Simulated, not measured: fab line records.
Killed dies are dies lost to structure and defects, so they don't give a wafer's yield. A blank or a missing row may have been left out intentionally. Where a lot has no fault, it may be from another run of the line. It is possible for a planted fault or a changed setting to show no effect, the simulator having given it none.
Split-lot study | flow n5-finfet | on a route of 1938 steps: 7 lots, 39 wafers read

## THE SPLIT
At N5_FIN_SAQP_SPACER2_ALD_28 (deposits SiO2, target thk 8.1 nm, pulse time 1 s, purge time 2 s), the setting target-thk-a was moved away from the recipe's 81 angstrom on 6 of the 39 wafers read, by -19.0% to +36.8%. All remaining wafers had this setting at the recipe value.

## FROM THE SPLIT TO THE READING: what the file shows between them, 9 steps
- N5_FIN_SAQP_SPACER2_ETCHBACK_29: etches SiO2 in CHF3/O2, target depth 12.2 nm, time 6.1 s
- N5_FIN_SAQP_MANDREL2_REMOVE_60: chemistry HBr/Cl2/O2, target a-Si, stops on SiNx, bt time 10 s
- N5_FIN_SAQP_CD_MEAS_31: target cd 8 nm
- N5_FIN_SAQP_HM_OPEN_33: chemistry CH3F/O2, target SiNx, target depth 49.4 nm, time 70.6 s
- N5_FIN_SAQP_ETCH_34: etches SiO2 in C4F6/O2, target depth 45 nm, time 15 s
- N5_FIN_SAQP_STRIP_77: strips in N2/H2, time 90 s
- N5_FIN_SAQP_HM_CD_35: target cd 8 nm
- N5_FIN_SAQP_ETCH_64: etches SiO2 in CF4, target depth 1.5 nm
- N5_FIN_SAQP_FIN_ETCH_36: etches the open film in HBr/Cl2/O2, target depth 120 nm, time 50.4 s

## THE READING
At N5_FIN_SAQP_CD_MEAS_37: cd-nm in nanometres, against a target cd of 8 nm. Fault-free wafers of this fab line usually give 8.1 nm, standard deviation 0.34 nm.

wafer  | tool, chamber at the split | target-thk-a as run, angstrom | against the recipe | cd-nm, nm | against lot-mates on the recipe
L077.1 | ald-sin-03, 2,0            | 81                            | recipe             | 7.8       | -
L077.2 | ald-sin-03, 2,0            | 81                            | recipe             | 8.3       | -
L077.3 | ald-sin-03, 1,0,3          | 65.59                         | -19.0%             | 6.9       | -1.2
L077.4 | ald-sin-03, 3              | 81                            | recipe             | 8.1       | -
L077.5 | ald-sin-03, 1,0,3          | 65.59                         | -19.0%             | 6.8       | -1.3
L077.6 | ald-sin-03, 1,0,3          | 65.59                         | -19.0%             | 6.6       | -1.5
L080.1 | ald-sin-04, 2,0            | 81                            | recipe             | 8.3       | -
L080.2 | ald-sin-04, 3,1,2,1        | 81                            | recipe             | 8.0       | -
L080.3 | ald-sin-04, 3,1,2,1        | 81                            | recipe             | 8.3       | -
L080.4 | ald-sin-04, 2,0            | 81                            | recipe             | 8.0       | -
L080.5 | ald-sin-04, 3,1,2,1        | 81                            | recipe             | 8.4       | -
L080.6 | ald-sin-04, 3,1,2,1        | 81                            | recipe             | 8.4       | -
L081.1 | ald-sin-04, 2              | 81                            | recipe             | 8.1       | -
L081.2 | ald-sin-04, 0,1,3,1        | 81                            | recipe             | 7.9       | -
L081.3 | ald-sin-04, 0,1,3,1        | 81                            | recipe             | 7.7       | -
L081.4 | ald-sin-04, 0,1,3,1        | 81                            | recipe             | 8.1       | -
L081.5 | ald-sin-04, 2              | 81                            | recipe             | 8.3       | -
L081.6 | ald-sin-04, 0,1,3,1        | 81                            | recipe             | 8.0       | -
L088.1 | ald-sin-04, 0              | 81                            | recipe             | 7.6       | -
L088.2 | ald-sin-04, 2,1,3,3,2      | 81                            | recipe             | 8.3       | -
L088.3 | ald-sin-04, 2,1,3,3,2      | 81                            | recipe             | 7.4       | -
L088.4 | ald-sin-04, 2,1,3,3,2      | 81                            | recipe             | 8.4       | -
L088.5 | ald-sin-04, 2,1,3,3,2      | 81                            | recipe             | 7.3       | -
L088.6 | ald-sin-04, 2,1,3,3,2      | 81                            | recipe             | 7.9       | -
L093.1 | ald-sin-04, 3,2,1,2,1      | 81                            | recipe             | 8.1       | -
L093.2 | ald-sin-04, 0              | 81                            | recipe             | 8.3       | -
L093.3 | ald-sin-04, 3,2,1,2,1      | 81                            | recipe             | 8.4       | -
L093.4 | ald-sin-04, 3,2,1,2,1      | 81                            | recipe             | 7.4       | -
L093.5 | ald-sin-04, 3,2,1,2,1      | 81                            | recipe             | 8.3       | -
L093.6 | ald-sin-04, 3,2,1,2,1      | 81                            | recipe             | 7.7       | -
L094.1 | ald-sin-03, 1,3,2          | 81                            | recipe             | 7.8       | -
L094.3 | ald-sin-03, 1,3,2          | 81                            | recipe             | 7.9       | -
L094.6 | ald-sin-03, 1,3,2          | 81                            | recipe             | 8.2       | -
L096.1 | ald-sin-01, 1,0,2          | 81                            | recipe             | 7.8       | -
L096.2 | ald-sin-01, 3,0,3          | 110.8                         | +36.8%             | 11.5      | +3.4
L096.3 | ald-sin-01, 1,0,2          | 81                            | recipe             | 8.5       | -
L096.4 | ald-sin-01, 1,0,2          | 81                            | recipe             | 7.9       | -
L096.5 | ald-sin-01, 3,0,3          | 110.8                         | +36.8%             | 10.9      | +2.8
L096.6 | ald-sin-01, 3,0,3          | 110.8                         | +36.8%             | 11.6      | +3.5
Rows listing several chambers each stand for several wafers; the file does not say which wafer went through which chamber.

THE FIT
A straight line over all 39 wafers: cd-nm changes by +0.0844 nm for each +1% of target-thk-a; r = +0.95; the points scatter about the line by 0.33 nm.
The same after taking each lot's own level away (the mean of its wafers on the recipe; 39 wafers): +0.0841 nm for each +1%; r = +0.96; scatter 0.3 nm.
Per that fit: largest target-thk-a move, reading shift of 3.1 nm.
Across the lots, their own levels run from 7.82 to 8.23 nm, a range of 1.2 times the standard deviation given above.
The two slopes are in agreement: the lot-to-lot level therefore moves the slope only a little.
Check: +3.02 nm against its lot-mates is what the line predicts for one of the wafers moved furthest among these (+36.8%) when that wafer is left out of the fit. It came out at +3.43 nm against them.

## THESE WAFERS: OTHER SPLITS
These wafers also went through other splits before the reading. Each is held against what the fit with the lots' levels taken away leaves over:
other split on the same wafers | wafers away from the commonest value | r with cd-nm (lot level and that fit taken away)
N5_ZERO_LAYER_PECVD_02 time-s  | 15                                   | -0.04

## THE WHOLE CHAIN: every reading that the file lists as answering this split, in the file's order
step                           | what it does                                                         | reading                                                                                 | change (the file's fit)                | r (the file's)
N5_FIN_SAQP_SPACER2_ALD_28     | deposits SiO2, target thk 8.1 nm, pulse time 1 s, purge time 2 s     | SiO2_of_FIN_SAQP_SPACER2_ALD_28.thk-nm (the simulator's own value, which no gauge read) | +0.0771 nm for each +1% of the setting | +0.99
N5_FIN_SAQP_MANDREL2_REMOVE_60 | chemistry HBr/Cl2/O2, target a-Si, stops on SiNx, bt time 10 s       | FIN_SAQP.cd-nm (the simulator's own value, which no gauge read)                         | +0.0785 nm for each +1% of the setting | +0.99
N5_FIN_SAQP_CD_MEAS_31         | target cd 8 nm                                                       | cd-nm                                                                                   | +0.0771 nm for each +1% of the setting | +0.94
N5_FIN_SAQP_HM_OPEN_33         | chemistry CH3F/O2, target SiNx, target depth 49.4 nm, time 70.6 s    | FIN_SAQP.cd-nm (the simulator's own value, which no gauge read)                         | +0.0807 nm for each +1% of the setting | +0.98
N5_FIN_SAQP_HM_CD_35           | target cd 8 nm                                                       | cd-nm                                                                                   | +0.0816 nm for each +1% of the setting | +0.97
N5_FIN_SAQP_FIN_ETCH_36        | etches the open film in HBr/Cl2/O2, target depth 120 nm, time 50.4 s | FIN_SAQP.cd-nm (the simulator's own value, which no gauge read)                         | +0.0834 nm for each +1% of the setting | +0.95
N5_FIN_SAQP_CD_MEAS_37         | target cd 8 nm                                                       | cd-nm                                                                                   | +0.0848 nm for each +1% of the setting | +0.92

## FILE'S OWN FIT
cd-nm changes by +0.0848 nm for each +1% of target-thk-a, r = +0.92.
